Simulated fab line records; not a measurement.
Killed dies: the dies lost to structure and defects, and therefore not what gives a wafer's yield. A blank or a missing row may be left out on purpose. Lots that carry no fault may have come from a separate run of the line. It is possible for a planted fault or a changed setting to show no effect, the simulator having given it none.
Matching of chambers | flow n5_finfet | N5_BEOL_M2_STRIP_66 on rie_diel-01 has 4 sister chambers
The step strips in CF4. 4 wafers are shown with their chamber, then 11 later ones without.

## WAFERS PAIRED WITH THEIR CHAMBERS
wafer  | chamber | showerhead_plenum_p_Torr (Torr)
L081.6 | 2       | 1.90
L084.1 | 1       | 1.74
L087.5 | 3       | 1.87
L088.1 | 0       | 1.84

## WAFERS MISSING THEIR CHAMBER
wafer  | showerhead_plenum_p_Torr (Torr)
L088.2 | 1.87
L088.3 | 1.74
L094.1 | 1.86
L094.2 | 1.73
L094.3 | 1.89
L095.2 | 1.73
L095.3 | 1.83
L095.6 | 1.89
L097.3 | 1.83
L097.4 | 1.89
L097.6 | 1.86

## THE CHAMBER EACH PASSED THROUGH
wafer  | from the rows above     | in truth
L088.2 | 3                       | 3
L088.3 | 1                       | 1
L094.1 | can't be placed: 3 or 0 | 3
L094.2 | 1                       | 1
L094.3 | can't be placed: 2 or 3 | 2
L095.2 | 1                       | 1
L095.3 | 0                       | 0
L095.6 | can't be placed: 2 or 3 | 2
L097.3 | 0                       | 0
L097.4 | can't be placed: 2 or 3 | 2
L097.6 | can't be placed: 3 or 0 | 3
Placed correctly: 6 of 11. Can't be placed from these rows: 5 (the true chamber is among the candidates in 5). Wrongly placed: 0.
How it was worked out, from the rows above alone: a wafer's distance from a chamber is the root of the sum, over the readings, of the square of ((its reading less the chamber's mean) divided by the reading's scatter). The wafer belongs to the nearest chamber; if the next one is less than 2 further off, it can't be placed. The mean given for a chamber averages the wafers shown for that chamber. The scatter (one wafer shown for each chamber): square how far every hidden wafer sits from the nearest shown wafer, average those squares and take the square root.
